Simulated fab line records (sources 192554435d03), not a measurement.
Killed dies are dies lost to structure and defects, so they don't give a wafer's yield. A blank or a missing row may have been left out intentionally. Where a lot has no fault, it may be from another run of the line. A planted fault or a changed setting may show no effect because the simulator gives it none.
Commonality check across tools || flow n5 finfet || 13 lots and 32 wafers in the sample

== REASON FOR OPENING ==
At N5_PASSIVATION_INSPECT_57 the reading raw defect count is flagged on 2 of 13 lots. No-fault wafers: 1.9, standard deviation 1.3.
Rule: a lot gets a flag if all its wafers with a number sit over 4 standard deviations from that mean, or if no wafer of it has a number. As for the other lots, they are considered sound.

{"lot": "L970", "measured": "day 12 15:36", "on": "defect inspect-02", "raw defect count, wafer by wafer": "0 2 1", "flag": ""}
{"lot": "L969", "measured": "day 12 19:55", "on": "defect inspect-02", "raw defect count, wafer by wafer": "3 2", "flag": ""}
{"lot": "L972", "measured": "day 13 06:35", "on": "defect inspect-01", "raw defect count, wafer by wafer": "4 3", "flag": ""}
{"lot": "L973", "measured": "day 13 15:23", "on": "defect inspect-01", "raw defect count, wafer by wafer": "0 2 5", "flag": ""}
{"lot": "L974", "measured": "day 13 17:06", "on": "defect inspect-01", "raw defect count, wafer by wafer": "2 3 3", "flag": ""}
{"lot": "L975", "measured": "day 14 02:59", "on": "defect inspect-02", "raw defect count, wafer by wafer": "2 2", "flag": ""}
{"lot": "L977", "measured": "day 14 19:31", "on": "defect inspect-01", "raw defect count, wafer by wafer": "1 2 4", "flag": ""}
{"lot": "L979", "measured": "day 15 06:02", "on": "defect inspect-02", "raw defect count, wafer by wafer": "0 2", "flag": ""}
{"lot": "L980", "measured": "day 15 19:52", "on": "defect inspect-01", "raw defect count, wafer by wafer": "1 1", "flag": ""}
{"lot": "L982", "measured": "day 15 23:05", "on": "defect inspect-02", "raw defect count, wafer by wafer": "2 4", "flag": ""}
{"lot": "L985", "measured": "day 16 13:33", "on": "defect inspect-01", "raw defect count, wafer by wafer": ">300 >300 >300", "flag": "FLAGGED"}
{"lot": "L987", "measured": "day 16 18:26", "on": "defect inspect-01", "raw defect count, wafer by wafer": "0 3", "flag": ""}
{"lot": "L986", "measured": "day 17 06:15", "on": "defect inspect-02", "raw defect count, wafer by wafer": ">300 >300 300", "flag": "FLAGGED"}
The numbers of the flagged lots are 300.0 on average: +298.1 against the usual, or +99 or more standard deviations.

== WHICH TOOL EACH LOT WENT THROUGH ==
The record holds 4 process steps before the reading, out of a route of 1938 steps. Every cell lists first the tool, next ch and the chambers used by the sampled wafers, and last the start.
{"lot": "L970", "flag": "", "N5_MIM_TOP_ALD_00": "ald hk-02 ch 1,2, day 12 02:58", "N5_PASSIVATION_PRE_CLEAN_19": "pvd sputter-03, day 12 09:31", "N5_PASSIVATION_ETCH_54": "rie diel-03 ch 0,3, day 12 12:28", "N5_PASSIVATION_PROBE_49": "no row"}
{"lot": "L969", "flag": "", "N5_MIM_TOP_ALD_00": "ald hk-03 ch 1,3, day 12 05:38", "N5_PASSIVATION_PRE_CLEAN_19": "pvd sputter-02, day 12 13:40", "N5_PASSIVATION_ETCH_54": "rie diel-06 ch 0,2, day 12 16:46", "N5_PASSIVATION_PROBE_49": "no row"}
{"lot": "L972", "flag": "", "N5_MIM_TOP_ALD_00": "ald hk-01 ch 2,3, day 12 19:11", "N5_PASSIVATION_PRE_CLEAN_19": "pvd sputter-02, day 13 00:42", "N5_PASSIVATION_ETCH_54": "rie diel-06 ch 0,2, day 13 03:26", "N5_PASSIVATION_PROBE_49": "no row"}
{"lot": "L973", "flag": "", "N5_MIM_TOP_ALD_00": "ald hk-03 ch 1,2, day 13 01:55", "N5_PASSIVATION_PRE_CLEAN_19": "pvd sputter-03, day 13 09:23", "N5_PASSIVATION_ETCH_54": "rie diel-06 ch 0,1,2, day 13 12:11", "N5_PASSIVATION_PROBE_49": "no row"}
{"lot": "L974", "flag": "", "N5_MIM_TOP_ALD_00": "ald hk-01 ch 1,3, day 13 05:36", "N5_PASSIVATION_PRE_CLEAN_19": "pvd sputter-02, day 13 11:00", "N5_PASSIVATION_ETCH_54": "rie diel-03 ch 0,2,3, day 13 13:52", "N5_PASSIVATION_PROBE_49": "no row"}
{"lot": "L975", "flag": "", "N5_MIM_TOP_ALD_00": "ald hk-02 ch 0,2, day 13 13:37", "N5_PASSIVATION_PRE_CLEAN_19": "pvd sputter-02, day 13 20:46", "N5_PASSIVATION_ETCH_54": "rie diel-03 ch 0,3, day 13 23:47", "N5_PASSIVATION_PROBE_49": "no row"}
{"lot": "L977", "flag": "", "N5_MIM_TOP_ALD_00": "ald hk-02 ch 0,2,3, day 14 06:38", "N5_PASSIVATION_PRE_CLEAN_19": "pvd sputter-01, day 14 13:02", "N5_PASSIVATION_ETCH_54": "rie diel-06 ch 1,2,3, day 14 16:23", "N5_PASSIVATION_PROBE_49": "no row"}
{"lot": "L979", "flag": "", "N5_MIM_TOP_ALD_00": "ald hk-01 ch 0,2, day 14 17:08", "N5_PASSIVATION_PRE_CLEAN_19": "pvd sputter-01, day 14 23:21", "N5_PASSIVATION_ETCH_54": "rie diel-03 ch 1,3, day 15 02:54", "N5_PASSIVATION_PROBE_49": "no row"}
{"lot": "L980", "flag": "", "N5_MIM_TOP_ALD_00": "ald hk-03 ch 0,3, day 15 02:26", "N5_PASSIVATION_PRE_CLEAN_19": "pvd sputter-01, day 15 09:20", "N5_PASSIVATION_ETCH_54": "rie diel-06 ch 1,2, day 15 15:32", "N5_PASSIVATION_PROBE_49": "no row"}
{"lot": "L982", "flag": "", "N5_MIM_TOP_ALD_00": "ald hk-03 ch 0,3, day 15 10:04", "N5_PASSIVATION_PRE_CLEAN_19": "pvd sputter-01, day 15 17:04", "N5_PASSIVATION_ETCH_54": "rie diel-06 ch 0, day 15 19:57", "N5_PASSIVATION_PROBE_49": "no row"}
{"lot": "L985", "flag": "FLAGGED", "N5_MIM_TOP_ALD_00": "ald hk-03 ch 0,1, day 16 01:44", "N5_PASSIVATION_PRE_CLEAN_19": "pvd sputter-02, day 16 07:43", "N5_PASSIVATION_ETCH_54": "rie diel-06 ch 0,1, day 16 10:25", "N5_PASSIVATION_PROBE_49": "prober-01, day 16 13:14"}
{"lot": "L987", "flag": "", "N5_MIM_TOP_ALD_00": "ald hk-02 ch 1,3, day 16 05:14", "N5_PASSIVATION_PRE_CLEAN_19": "pvd sputter-01, day 16 12:36", "N5_PASSIVATION_ETCH_54": "rie diel-05 ch 0,2, day 16 15:18", "N5_PASSIVATION_PROBE_49": "no row"}
{"lot": "L986", "flag": "FLAGGED", "N5_MIM_TOP_ALD_00": "ald hk-02 ch 0,2,3, day 16 15:32", "N5_PASSIVATION_PRE_CLEAN_19": "pvd sputter-01, day 17 00:05", "N5_PASSIVATION_ETCH_54": "rie diel-06 ch 1,2, day 17 03:06", "N5_PASSIVATION_PROBE_49": "prober-01, day 17 05:57"}
What is done by these steps:
- N5_MIM_TOP_ALD_00: deposits Al2O3, purge time 3 s, co reactant pulse time 3 s.
- N5_PASSIVATION_PRE_CLEAN_19
- N5_PASSIVATION_ETCH_54: etches SiO2 in CHF3/O2, target depth 880 nm, time 440 s.
- N5_PASSIVATION_PROBE_49
- N5_PASSIVATION_INSPECT_57: inspects for defects (macro).

== FLAGGED AGAINST TOTAL, ONE TOOL AT A TIME (gauges that did the reading follow at the end) ==
{"step": "N5_MIM_TOP_ALD_00", "tool": "ald hk-01", "lots run": 3, "flagged": 0, "share of the flagged lots": "none", "sound lots run after its first flagged lot": "-"}
{"step": "N5_MIM_TOP_ALD_00", "tool": "ald hk-02", "lots run": 5, "flagged": 1, "share of the flagged lots": "some", "sound lots run after its first flagged lot": 0}
{"step": "N5_MIM_TOP_ALD_00", "tool": "ald hk-03", "lots run": 5, "flagged": 1, "share of the flagged lots": "some", "sound lots run after its first flagged lot": 0}
{"step": "N5_PASSIVATION_PRE_CLEAN_19", "tool": "pvd sputter-01", "lots run": 6, "flagged": 1, "share of the flagged lots": "some", "sound lots run after its first flagged lot": 0}
{"step": "N5_PASSIVATION_PRE_CLEAN_19", "tool": "pvd sputter-02", "lots run": 5, "flagged": 1, "share of the flagged lots": "some", "sound lots run after its first flagged lot": 0}
{"step": "N5_PASSIVATION_PRE_CLEAN_19", "tool": "pvd sputter-03", "lots run": 2, "flagged": 0, "share of the flagged lots": "none", "sound lots run after its first flagged lot": "-"}
{"step": "N5_PASSIVATION_ETCH_54", "tool": "rie diel-03", "lots run": 4, "flagged": 0, "share of the flagged lots": "none", "sound lots run after its first flagged lot": "-"}
{"step": "N5_PASSIVATION_ETCH_54", "tool": "rie diel-05", "lots run": 1, "flagged": 0, "share of the flagged lots": "none", "sound lots run after its first flagged lot": "-"}
{"step": "N5_PASSIVATION_ETCH_54", "tool": "rie diel-06", "lots run": 8, "flagged": 2, "share of the flagged lots": "all", "sound lots run after its first flagged lot": 0}
{"step": "N5_PASSIVATION_PROBE_49", "tool": "prober-01", "lots run": 2, "flagged": 2, "share of the flagged lots": "all", "sound lots run after its first flagged lot": 0}
{"step": "N5_PASSIVATION_INSPECT_57", "tool": "defect inspect-01", "lots run": 7, "flagged": 1, "share of the flagged lots": "some", "sound lots run after its first flagged lot": "1 (L987)"}
{"step": "N5_PASSIVATION_INSPECT_57", "tool": "defect inspect-02", "lots run": 6, "flagged": 1, "share of the flagged lots": "some", "sound lots run after its first flagged lot": 0}

== THE TABLE: WHAT IT ALLOWS ==
2 rows of the table ran every flagged lot: rie diel-06 at N5_PASSIVATION_ETCH_54, prober-01 at N5_PASSIVATION_PROBE_49.
- rie diel-06 at N5_PASSIVATION_ETCH_54: 2 of its 8 lots flagged. Last sound lot L982 at day 15 19:57, first flagged lot L985 at day 16 10:25; a fault beginning in between fits.
- prober-01 at N5_PASSIVATION_PROBE_49: 2 of its 2 lots flagged. In this sample it ran no sound lot ahead of its first flagged lot, so there is no way to narrow down the start. Its own readings (killed at other) fall more than 4 standard deviations out on all wafers of the flagged lots.
Counting lots can't tell these 2 tools apart, because each fits a fault that began at some hour. More lots, or a look at what each step does to the wafer, might.

== WHAT THE SIMULATOR HAD INSERTED ==
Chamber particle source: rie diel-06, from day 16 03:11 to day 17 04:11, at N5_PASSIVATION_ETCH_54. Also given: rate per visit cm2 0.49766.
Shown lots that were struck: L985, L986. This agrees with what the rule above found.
